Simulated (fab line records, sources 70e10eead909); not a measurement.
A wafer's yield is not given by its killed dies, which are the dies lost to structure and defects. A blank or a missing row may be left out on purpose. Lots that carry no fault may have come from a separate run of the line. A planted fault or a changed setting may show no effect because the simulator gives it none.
Which tool did it? :: flow nand harc :: 30 wafers from 10 lots sampled at 4 of the route's 1302 steps

== WHAT EACH GAUGE READ, for each wafer ==
NHARC_P_ZERO_WELL_CD_MEAS_52 targets a cd of 2000 nm.
lot: L697
measured: day 2 11:44
on: cd sem-01
cd nm (nm): 2002.2 2001.2 2002.6

lot: L702
measured: day 4 13:44
on: cd sem-03
cd nm (nm): 1970.7 1972.1 1973.1

lot: L704
measured: day 5 09:53
on: cd sem-01
cd nm (nm): 2003.8 2000.9 2002.8

lot: L711
measured: day 8 07:38
on: cd sem-02
cd nm (nm): 1997.3 2000.0 1999.8

lot: L713
measured: day 9 03:50
on: cd sem-02
cd nm (nm): 2001.0 1999.7 1999.6

lot: L714
measured: day 9 14:07
on: cd sem-01
cd nm (nm): 2000.9 1999.6 2000.7

lot: L715
measured: day 10 00:05
on: cd sem-02
cd nm (nm): 1998.9 2001.0 1999.9

lot: L717
measured: day 10 19:30
on: cd sem-01
cd nm (nm): 1998.1 1998.1 2000.1

lot: L718
measured: day 11 05:45
on: cd sem-01
cd nm (nm): 2000.5 1998.4 2000.3

lot: L719
measured: day 11 15:47
on: cd sem-03
cd nm (nm): 1997.0 1998.9 1998.1

== EACH LOT AND THE TOOL THAT RAN IT (in order: tool; ch and the chambers of the sampled wafers; start) ==
lot: L697
NHARC_P_ZERO_WELL_DESCUM_13: rie diel-10 ch 0,1, day 2 07:25
NHARC_P_ZERO_WELL_DESCUM_39: rie diel-10 ch 2,3, day 2 10:23
NHARC_P_ZERO_WELL_EXPOSE_49: krf scanner-01 ch 0, day 2 11:35

lot: L702
NHARC_P_ZERO_WELL_DESCUM_13: rie diel-10 ch 1,3, day 4 09:17
NHARC_P_ZERO_WELL_DESCUM_39: rie diel-08 ch 0,1,3, day 4 12:16
NHARC_P_ZERO_WELL_EXPOSE_49: krf scanner-04 ch 0, day 4 13:35

lot: L704
NHARC_P_ZERO_WELL_DESCUM_13: rie diel-10 ch 1,3, day 5 05:24
NHARC_P_ZERO_WELL_DESCUM_39: rie diel-01 ch 1,2,3, day 5 08:25
NHARC_P_ZERO_WELL_EXPOSE_49: krf scanner-02 ch 0, day 5 09:44

lot: L711
NHARC_P_ZERO_WELL_DESCUM_13: rie diel-08 ch 0,3, day 8 03:25
NHARC_P_ZERO_WELL_DESCUM_39: rie diel-10 ch 0,1,3, day 8 06:17
NHARC_P_ZERO_WELL_EXPOSE_49: krf scanner-04 ch 0, day 8 07:29

lot: L713
NHARC_P_ZERO_WELL_DESCUM_13: rie diel-10 ch 0,2, day 8 23:17
NHARC_P_ZERO_WELL_DESCUM_39: rie diel-10 ch 0,1, day 9 02:22
NHARC_P_ZERO_WELL_EXPOSE_49: krf scanner-04 ch 0, day 9 03:40

lot: L714
NHARC_P_ZERO_WELL_DESCUM_13: rie diel-01 ch 0,1,2, day 9 09:38
NHARC_P_ZERO_WELL_DESCUM_39: rie diel-10 ch 0,2,3, day 9 12:45
NHARC_P_ZERO_WELL_EXPOSE_49: krf scanner-04 ch 0, day 9 13:57

lot: L715
NHARC_P_ZERO_WELL_DESCUM_13: rie diel-10 ch 0,1,3, day 9 19:25
NHARC_P_ZERO_WELL_DESCUM_39: rie diel-01 ch 0,1,2, day 9 22:38
NHARC_P_ZERO_WELL_EXPOSE_49: krf scanner-02 ch 0, day 9 23:56

lot: L717
NHARC_P_ZERO_WELL_DESCUM_13: rie diel-08 ch 0,1,2, day 10 15:18
NHARC_P_ZERO_WELL_DESCUM_39: rie diel-01 ch 0,3, day 10 18:01
NHARC_P_ZERO_WELL_EXPOSE_49: krf scanner-04 ch 0, day 10 19:21

lot: L718
NHARC_P_ZERO_WELL_DESCUM_13: rie diel-01 ch 0,1,2, day 11 01:23
NHARC_P_ZERO_WELL_DESCUM_39: rie diel-10 ch 0,1,3, day 11 04:16
NHARC_P_ZERO_WELL_EXPOSE_49: krf scanner-01 ch 0, day 11 05:36

lot: L719
NHARC_P_ZERO_WELL_DESCUM_13: rie diel-08 ch 0,1,3, day 11 11:23
NHARC_P_ZERO_WELL_DESCUM_39: rie diel-08 ch 1,2,3, day 11 14:18
NHARC_P_ZERO_WELL_EXPOSE_49: krf scanner-02 ch 0, day 11 15:37
- NHARC_P_ZERO_WELL_DESCUM_13: chemistry O2, time 3 s.
- NHARC_P_ZERO_WELL_DESCUM_39: chemistry O2, time 3 s.
- NHARC_P_ZERO_WELL_EXPOSE_49: exposes mask P HVPW, target cd 2000 nm.

== AS READ BY THE TOOLS THEMSELVES (means over the sampled wafers that have a number; for cases with no such wafer, the mark the record gives instead) ==
NHARC_P_ZERO_WELL_DESCUM_13.
lot: L697
tool: rie diel-10
chamber pressure mTorr (mTorr): 60.06
drypump motor current A (A): 5.68
oes product au (a.u.): 0.999
rf vpp V (V): 57.2
showerhead plenum p Torr (Torr): 1.84
throttle valve pct (%): 11.302

lot: L702
tool: rie diel-10
chamber pressure mTorr (mTorr): 60.02
drypump motor current A (A): 5.86
oes product au (a.u.): 1.001
rf vpp V (V): 57.0
showerhead plenum p Torr (Torr): 1.90
throttle valve pct (%): 11.305

lot: L704
tool: rie diel-10
chamber pressure mTorr (mTorr): 59.97
drypump motor current A (A): 5.86
oes product au (a.u.): 1.012
rf vpp V (V): 58.7
showerhead plenum p Torr (Torr): 1.90
throttle valve pct (%): 11.306

lot: L711
tool: rie diel-08
chamber pressure mTorr (mTorr): 60.01
drypump motor current A (A): 5.87
oes product au (a.u.): 1.003
rf vpp V (V): 56.8
showerhead plenum p Torr (Torr): 1.86
throttle valve pct (%): 11.309

lot: L713
tool: rie diel-10
chamber pressure mTorr (mTorr): 60.00
drypump motor current A (A): 5.40
oes product au (a.u.): 1.005
rf vpp V (V): 58.3
showerhead plenum p Torr (Torr): 1.93
throttle valve pct (%): 11.317

lot: L714
tool: rie diel-01
chamber pressure mTorr (mTorr): 59.93
drypump motor current A (A): 5.87
oes product au (a.u.): 0.994
rf vpp V (V): 57.4
showerhead plenum p Torr (Torr): 1.88
throttle valve pct (%): 11.314

lot: L715
tool: rie diel-10
chamber pressure mTorr (mTorr): 59.98
drypump motor current A (A): 5.81
oes product au (a.u.): 1.005
rf vpp V (V): 58.2
showerhead plenum p Torr (Torr): 1.88
throttle valve pct (%): 11.308

lot: L717
tool: rie diel-08
chamber pressure mTorr (mTorr): 60.01
drypump motor current A (A): 5.69
oes product au (a.u.): 1.004
rf vpp V (V): 57.6
showerhead plenum p Torr (Torr): 1.90
throttle valve pct (%): 11.312

lot: L718
tool: rie diel-01
chamber pressure mTorr (mTorr): 60.05
drypump motor current A (A): 5.89
oes product au (a.u.): 1.000
rf vpp V (V): 57.5
showerhead plenum p Torr (Torr): 1.88
throttle valve pct (%): 11.314

lot: L719
tool: rie diel-08
chamber pressure mTorr (mTorr): 59.99
drypump motor current A (A): 5.71
oes product au (a.u.): 0.997
rf vpp V (V): 57.7
showerhead plenum p Torr (Torr): 1.91
throttle valve pct (%): 11.313

NHARC_P_ZERO_WELL_DESCUM_39.
lot: L697
tool: rie diel-10
chamber pressure mTorr (mTorr): 59.99
drypump motor current A (A): 5.46
oes product au (a.u.): 1.007
rf vpp V (V): 57.5
showerhead plenum p Torr (Torr): 1.96
throttle valve pct (%): 11.304

lot: L702
tool: rie diel-08
chamber pressure mTorr (mTorr): 60.01
drypump motor current A (A): 5.71
oes product au (a.u.): 1.001
rf vpp V (V): 56.8
showerhead plenum p Torr (Torr): 1.83
throttle valve pct (%): 11.307

lot: L704
tool: rie diel-01
chamber pressure mTorr (mTorr): 60.02
drypump motor current A (A): 5.94
oes product au (a.u.): 0.997
rf vpp V (V): 57.3
showerhead plenum p Torr (Torr): 1.88
throttle valve pct (%): 11.319

lot: L711
tool: rie diel-10
chamber pressure mTorr (mTorr): 60.00
drypump motor current A (A): 5.82
oes product au (a.u.): 1.004
rf vpp V (V): 58.3
showerhead plenum p Torr (Torr): 1.88
throttle valve pct (%): 11.312

lot: L713
tool: rie diel-10
chamber pressure mTorr (mTorr): 59.98
drypump motor current A (A): 5.77
oes product au (a.u.): 1.011
rf vpp V (V): 58.0
showerhead plenum p Torr (Torr): 1.87
throttle valve pct (%): 11.306

lot: L714
tool: rie diel-10
chamber pressure mTorr (mTorr): 59.96
drypump motor current A (A): 5.68
oes product au (a.u.): 1.006
rf vpp V (V): 58.4
showerhead plenum p Torr (Torr): 1.93
throttle valve pct (%): 11.319

lot: L715
tool: rie diel-01
chamber pressure mTorr (mTorr): 60.04
drypump motor current A (A): 5.86
oes product au (a.u.): 0.998
rf vpp V (V): 57.5
showerhead plenum p Torr (Torr): 1.88
throttle valve pct (%): 11.315

lot: L717
tool: rie diel-01
chamber pressure mTorr (mTorr): 59.96
drypump motor current A (A): 5.62
oes product au (a.u.): 1.004
rf vpp V (V): 57.6
showerhead plenum p Torr (Torr): 1.87
throttle valve pct (%): 11.315

lot: L718
tool: rie diel-10
chamber pressure mTorr (mTorr): 60.00
drypump motor current A (A): 5.80
oes product au (a.u.): 1.002
rf vpp V (V): 56.9
showerhead plenum p Torr (Torr): 1.87
throttle valve pct (%): 11.326

lot: L719
tool: rie diel-08
chamber pressure mTorr (mTorr): 60.04
drypump motor current A (A): 5.76
oes product au (a.u.): 1.005
rf vpp V (V): 57.0
showerhead plenum p Torr (Torr): 1.93
throttle valve pct (%): 11.309

NHARC_P_ZERO_WELL_EXPOSE_49.
lot: L697
tool: krf scanner-01
stage vel mm s (mm/s): 500.17

lot: L702
tool: krf scanner-04
stage vel mm s (mm/s): 500.04

lot: L704
tool: krf scanner-02
stage vel mm s (mm/s): 500.02

lot: L711
tool: krf scanner-04
stage vel mm s (mm/s): 499.96

lot: L713
tool: krf scanner-04
stage vel mm s (mm/s): 500.00

lot: L714
tool: krf scanner-04
stage vel mm s (mm/s): 500.06

lot: L715
tool: krf scanner-02
stage vel mm s (mm/s): 500.13

lot: L717
tool: krf scanner-04
stage vel mm s (mm/s): 500.35

lot: L718
tool: krf scanner-01
stage vel mm s (mm/s): 499.96

lot: L719
tool: krf scanner-02
stage vel mm s (mm/s): 499.88

== THE ANSWER, worked out from the rows above alone ==
Rule: the usual values come from the lots themselves. The widest of any qualifying gaps counts: lots, ordered by their means at a reading, are off when they make up no more than a third of the lots, leave a main group of 4 or more, and stand apart from it by 3 or more times the standard deviation of that group's means. The tables above print the reading to a certain number of digits; a main group whose means all agree to those digits is not used. Also off: a lot with no number at a reading for which 4 or more lots have one. The other lots that the step has rows for count as sound. Order of review: gauges by route order, followed by the tools' own readings, for which a lot's mean as printed above is used. At the first step where some lot is off, the reading lying furthest off is the one used; lots without a number count as furthest.
Off: L702, at NHARC_P_ZERO_WELL_CD_MEAS_52 (cd nm). Mean 2000.1 nm and standard deviation 1.4 in the main group.
If a tool, at a process step before that reading, ran all the lots that are off and no sound lot after the first of them, it fits. Those tools and the gauges at NHARC_P_ZERO_WELL_CD_MEAS_52 are tried in the same way. None of those tried fits.

== WHAT HAD BEEN PUT IN BY THE SIMULATOR ==
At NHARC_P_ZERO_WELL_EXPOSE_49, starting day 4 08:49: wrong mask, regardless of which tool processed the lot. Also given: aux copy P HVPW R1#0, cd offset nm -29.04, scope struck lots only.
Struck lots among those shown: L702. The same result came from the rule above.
